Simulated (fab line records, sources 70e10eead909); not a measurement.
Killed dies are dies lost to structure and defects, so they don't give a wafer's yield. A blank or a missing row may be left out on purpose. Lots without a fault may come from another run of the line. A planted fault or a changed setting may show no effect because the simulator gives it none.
Which tool did it? | flow nand_harc | 12 lots, 36 wafers sampled, at 5 steps of a route of 1159

WHAT THE GAUGES READ, wafer by wafer
NHARC_END_SORT_01.
lot  | measured     | on        | killed_at_array | killed_at_other | killed_at_periphery | killed_dies | killed_open | killed_short
L827 | day 19 14:07 | prober-02 | 673 668 670     | 0 1 1           | 4 8 6               | 677 677 677 | 4 3 5       | 5 4 1
L829 | day 20 12:49 | prober-01 | 674 675 677     | 0 0 0           | 3 2 0               | 677 677 677 | 7 4 4       | 5 2 2

WHICH TOOL RAN EACH LOT (tool, then ch and the chambers of the sampled wafers, then the start)
lot  | NHARC_A_STAIRCASE_ETCH_453                    | NHARC_A_STAIRCASE_STRIP_316                   | NHARC_A_STAIRCASE_DEP_322       | NHARC_A_STAIRCASE_CMP_152
L825 | rie_diel-11 ch 1,2, day 13 02:07 or earlier   | rie_diel-11 ch 0,3, day 13 02:07 or earlier   | pecvd-01 ch 0,1,2, day 13 02:07 | cmp-03 ch 1,2, day 13 20:53
L827 | rie_diel-13 ch 0,1,3, day 13 07:35 or earlier | rie_diel-13 ch 0,1,2, day 13 07:35 or earlier | pecvd-04 ch 0,2, day 13 07:35   | cmp-04 ch 0,3, day 14 02:40
L829 | rie_diel-01 ch 1,2,3, day 13 18:26 or earlier | rie_diel-01 ch 0,2,3, day 13 18:26 or earlier | pecvd-04 ch 0,1, day 13 18:26   | cmp-03 ch 0,1,3, day 14 16:50
L838 | rie_diel-11 ch 1,2,3, day 15 19:59 or earlier | rie_diel-11 ch 0,1,3, day 15 19:59 or earlier | pecvd-01 ch 0,2, day 15 19:59   | cmp-04 ch 0,2, day 16 16:50
L837 | rie_diel-13 ch 1,3, day 16 01:00 or earlier   | rie_diel-13 ch 0,2,3, day 16 01:00 or earlier | pecvd-01 ch 0,1, day 16 01:00   | cmp-03 ch 0,1, day 16 18:27
L839 | rie_diel-11 ch 0,1,3, day 16 07:32 or earlier | rie_diel-11 ch 1,2,3, day 16 07:32 or earlier | pecvd-01 ch 0,1,2, day 16 07:32 | cmp-03 ch 1,2,3, day 17 03:04
L840 | rie_diel-11 ch 0,2,3, day 16 17:07 or earlier | rie_diel-11 ch 0,2, day 16 17:07 or earlier   | pecvd-01 ch 0,2, day 16 17:07   | cmp-04 ch 1,3, day 17 14:53
L842 | rie_diel-11 ch 0,3, day 16 16:34 or earlier   | rie_diel-11 ch 0,1,3, day 16 16:34 or earlier | pecvd-02 ch 0,1,2, day 16 16:34 | cmp-02 ch 1,3, day 17 14:01
L843 | rie_diel-11 ch 0,1,2, day 17 06:33 or earlier | rie_diel-11 ch 0,2,3, day 17 06:33 or earlier | pecvd-04 ch 0,1, day 17 06:33   | cmp-04 ch 0,1,2, day 18 00:35
L845 | rie_diel-13 ch 1,3, day 17 17:49 or earlier   | rie_diel-13 ch 0,3, day 17 17:49 or earlier   | pecvd-04 ch 0,1,2, day 17 17:49 | cmp-04 ch 1,3, day 18 14:16
L847 | rie_diel-01 ch 0,2,3, day 18 03:56 or earlier | rie_diel-01 ch 0,2,3, day 18 03:56 or earlier | pecvd-01 ch 0,1,2, day 18 03:56 | cmp-04 ch 0,1,3, day 19 04:42
L848 | rie_diel-13 ch 1,3, day 18 10:25 or earlier   | rie_diel-13 ch 0,1, day 18 10:25 or earlier   | pecvd-02 ch 0,1,2, day 18 10:25 | cmp-03 ch 0,2, day 19 04:33
- NHARC_A_STAIRCASE_ETCH_453: etches the open film in CF4/O2, target depth 30 nm, overetch 3 nm, time 16.5 s.
- NHARC_A_STAIRCASE_STRIP_316: strips in O2.
- NHARC_A_STAIRCASE_DEP_322: deposits SiO2, target thk 3800 nm.
- NHARC_A_STAIRCASE_CMP_152: polishes.

WHAT THE TOOLS THEMSELVES READ (means of the sampled wafers that have a number; where no wafer has one, the mark that the record gives instead)
NHARC_A_STAIRCASE_ETCH_453.
lot  | tool        | drypump_motor_current_A (A) | oes_f_703_au (a.u.) | oes_product_au (a.u.) | rf_vpp_V (V) | showerhead_plenum_p_Torr (Torr) | throttle_valve_pct (%)
L825 | rie_diel-11 | 5.7                         | 1.002               | 0.993                 | 197.0        | 1.30                            | 13.400
L827 | rie_diel-13 | 5.9                         | 1.002               | 1.003                 | 197.4        | 1.36                            | 13.398
L829 | rie_diel-01 | 5.9                         | 1.001               | 1.007                 | 196.8        | 1.34                            | 13.401
L838 | rie_diel-11 | 5.7                         | 1.003               | 1.001                 | 197.2        | 1.32                            | 13.394
L837 | rie_diel-13 | 5.5                         | 0.997               | 1.012                 | 198.2        | 1.33                            | 13.399
L839 | rie_diel-11 | 5.7                         | 0.999               | 0.997                 | 198.4        | 1.36                            | 13.397
L840 | rie_diel-11 | 5.6                         | 1.001               | 0.994                 | 198.2        | 1.35                            | 13.406
L842 | rie_diel-11 | 5.6                         | 1.000               | 1.003                 | 199.2        | 1.39                            | 13.395
L843 | rie_diel-11 | 5.6                         | 0.996               | 1.008                 | 198.1        | 1.33                            | 13.392
L845 | rie_diel-13 | 5.5                         | 1.000               | 1.002                 | 197.6        | 1.31                            | 13.396
L847 | rie_diel-01 | 5.8                         | 1.001               | 0.990                 | 199.1        | 1.37                            | 13.402
L848 | rie_diel-13 | 5.5                         | 1.000               | 0.990                 | 197.5        | 1.33                            | 13.403

NHARC_A_STAIRCASE_STRIP_316.
lot  | tool        | drypump_motor_current_A (A) | oes_product_au (a.u.) | rf_vpp_V (V) | showerhead_plenum_p_Torr (Torr) | throttle_valve_pct (%)
L825 | rie_diel-11 | 5.5                         | 0.995                 | 58.5         | 3.69                            | 17.042
L827 | rie_diel-13 | 5.8                         | 1.011                 | 57.1         | 3.65                            | 17.031
L829 | rie_diel-01 | 5.8                         | 1.008                 | 58.1         | 3.63                            | 17.038
L838 | rie_diel-11 | 5.7                         | 0.998                 | 56.2         | 3.60                            | 17.030
L837 | rie_diel-13 | 5.8                         | 1.017                 | 58.5         | 3.58                            | 17.038
L839 | rie_diel-11 | 5.7                         | 0.994                 | 57.6         | 3.50                            | 17.044
L840 | rie_diel-11 | 5.5                         | 1.008                 | 57.7         | 3.59                            | 17.040
L842 | rie_diel-11 | 5.7                         | 0.992                 | 57.8         | 3.59                            | 17.042
L843 | rie_diel-11 | 5.6                         | 0.999                 | 57.4         | 3.58                            | 17.038
L845 | rie_diel-13 | 5.9                         | 1.006                 | 57.9         | 3.54                            | 17.040
L847 | rie_diel-01 | 5.8                         | 0.989                 | 57.5         | 3.61                            | 17.037
L848 | rie_diel-13 | 5.9                         | 0.999                 | 58.6         | 3.62                            | 17.038

NHARC_A_STAIRCASE_DEP_322.
lot  | tool     | heater_power_w (W)
L825 | pecvd-01 | 641
L827 | pecvd-04 | 770
L829 | pecvd-04 | 695
L838 | pecvd-01 | 641
L837 | pecvd-01 | 574
L839 | pecvd-01 | 688
L840 | pecvd-01 | 736
L842 | pecvd-02 | 709
L843 | pecvd-04 | 757
L845 | pecvd-04 | 762
L847 | pecvd-01 | 633
L848 | pecvd-02 | 677

NHARC_A_STAIRCASE_CMP_152.
lot  | tool   | edge_zone_pressure_frac | motor_current_A (A)
L825 | cmp-03 | 0.999                   | 11.9
L827 | cmp-04 | -                       | -
L829 | cmp-03 | -                       | -
L838 | cmp-04 | 1.001                   | 11.8
L837 | cmp-03 | 1.003                   | 12.3
L839 | cmp-03 | 0.999                   | 11.7
L840 | cmp-04 | 1.003                   | 10.2
L842 | cmp-02 | 0.997                   | 12.3
L843 | cmp-04 | 1.001                   | 11.1
L845 | cmp-04 | 1.000                   | 10.7
L847 | cmp-04 | 0.998                   | 10.8
L848 | cmp-03 | 0.998                   | 12.2

THE ANSWER, worked out from the rows above alone
Rule: what is usual is taken from the lots themselves. Put in order of their means at a reading, lots are off if they are a third of the lots or fewer, leave a main group of 4 or more, and stand apart from it by a gap of 3 or more times the standard deviation of the main group's means; of several such gaps the widest counts. A main group whose means are all the same, to the digits that the tables above print for the reading, isn't used. A lot without any number at a reading at which 4 lots or more have one is off too. The other lots that the step has rows for count as sound. The gauges are gone through in route order, then the tools' own readings, and for those a lot's mean is taken as printed above. The first step at which some lot is off is used, and at that step the reading that is off furthest; a lot without a number counts as furthest.
Off: L827, L829, at NHARC_A_STAIRCASE_CMP_152 (edge_zone_pressure_frac). Without a number there: L827, L829. The main group: mean 1.000, standard deviation 0.002.
A tool fits if, at that step or a process step before it, it ran every lot that is off, and no sound lot after the first of them. NHARC_A_STAIRCASE_ETCH_453 gives no start for some lots, so the hours and the order of its lots are those of NHARC_A_STAIRCASE_DEP_322. NHARC_A_STAIRCASE_STRIP_316 gives no start for some lots, so the hours and the order of its lots are those of NHARC_A_STAIRCASE_DEP_322. None of those tried fits.

WHAT THE SIMULATOR HAD PUT IN
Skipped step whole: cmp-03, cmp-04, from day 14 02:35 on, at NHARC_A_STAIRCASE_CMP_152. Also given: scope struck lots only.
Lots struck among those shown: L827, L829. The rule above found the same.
